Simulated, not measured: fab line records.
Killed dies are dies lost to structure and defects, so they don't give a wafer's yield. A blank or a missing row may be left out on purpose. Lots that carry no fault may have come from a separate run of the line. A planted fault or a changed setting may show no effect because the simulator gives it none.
Split-lot experiment | flow n5_finfet | 21 wafers read from 7 lots, route of 1938 steps

## ON THE SPLIT
At N5_BEOL_M2_TRENCH_ETCH_37 (etches SiOC in C4F6/O2, target depth 55.555 nm, time 29.2 s), the setting bias_w was moved away from the recipe's 185 W on 9 of the 21 wafers read, by -7.2% to +14.8%. This setting was run at the recipe's value on the other wafers.

The split's own step is where the reading is taken.

## THE READING
rf_vpp_V, in V, at N5_BEOL_M2_TRENCH_ETCH_37 (etches SiOC in C4F6/O2, target depth 55.555 nm, time 29.2 s). On this fab line, fault-free wafers typically give 673 V with a standard deviation of 13 V.

wafer  | tool, chamber at the split | bias_w as run, W | against the recipe | rf_vpp_V, V | against lot-mates on the recipe
L074.2 | rie_diel-02, 2             | 185              | recipe             | 681         | -
L074.3 | rie_diel-02, 3             | 185              | recipe             | 665         | -
L074.5 | rie_diel-02, 3             | 185              | recipe             | 666         | -
L076.3 | rie_diel-02, 2             | 198.3            | +7.2%              | 721         | +44
L076.4 | rie_diel-02, 3             | 185              | recipe             | 666         | -
L076.6 | rie_diel-02, 0             | 185              | recipe             | 688         | -
L080.2 | rie_diel-03, 2             | 171.7            | -7.2%              | 646         | no lot-mate on the recipe
L080.4 | rie_diel-03, 0             | 171.7            | -7.2%              | 610         | no lot-mate on the recipe
L080.6 | rie_diel-03, 1             | 171.7            | -7.2%              | 627         | no lot-mate on the recipe
L082.1 | rie_diel-03, 2             | 174.3            | -5.8%              | 653         | -2
L082.2 | rie_diel-03, 1             | 185              | recipe             | 663         | -
L082.5 | rie_diel-03, 0             | 185              | recipe             | 646         | -
L083.2 | rie_diel-02, 1             | 185              | recipe             | 675         | -
L083.4 | rie_diel-02, 0             | 212.4            | +14.8%             | 766         | +89
L083.6 | rie_diel-02, 2             | 185              | recipe             | 679         | -
L089.3 | rie_diel-04, 2             | 203.3            | +9.9%              | 725         | +67
L089.4 | rie_diel-04, 1             | 185              | recipe             | 658         | -
L089.5 | rie_diel-04, 3             | 203.3            | +9.9%              | 705         | +47
L087.2 | rie_diel-02, 2             | 185              | recipe             | 679         | -
L087.4 | rie_diel-02, 0             | 198              | +7.0%              | 724         | +42
L087.6 | rie_diel-02, 0             | 185              | recipe             | 686         | -

FIT RESULTS
A straight line over all 21 wafers: rf_vpp_V changes by +5.72 V for each +1% of bias_w; r = +0.93; the points scatter about the line by 13 V.
The same after taking each lot's own level away (the mean of its wafers on the recipe; 18 wafers): +5.32 V for each +1%; r = +0.94; scatter 10 V.
That fit puts the effect of the largest move of bias_w on the reading at 79 V.
Across the lots, their own levels run from 654.5 to 682.5 V, a range of 2.2 times the standard deviation given above.
Hence the lot-to-lot level has little effect on the slope; both slopes agree.
Check: +77.3 V against its lot-mates is what the line predicts for one of the wafers moved furthest among these (+14.8%) when that wafer is left out of the fit. It came out at +89 V against them.
Tool readings at the split's step, against how far the setting was moved: rf_vpp_V r = +0.93.

## FURTHER SPLITS ON THESE WAFERS
Note: prior to the reading, these wafers also went through further splits. Each is held against what the fit with the lots' levels taken away leaves over:
other split on the same wafers   | wafers away from the commonest value | r with rf_vpp_V (lot level and that fit taken away)
N5_BEOL_M1_ETCH_70 time_s        | 7                                    | +0.10
N5_BEOL_M1_TRENCH_ETCH_37 time_s | 8                                    | +0.00

## THE FILE'S OWN FIT
rf_vpp_V changes by +5.52 V for each +1% of bias_w, r = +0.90.
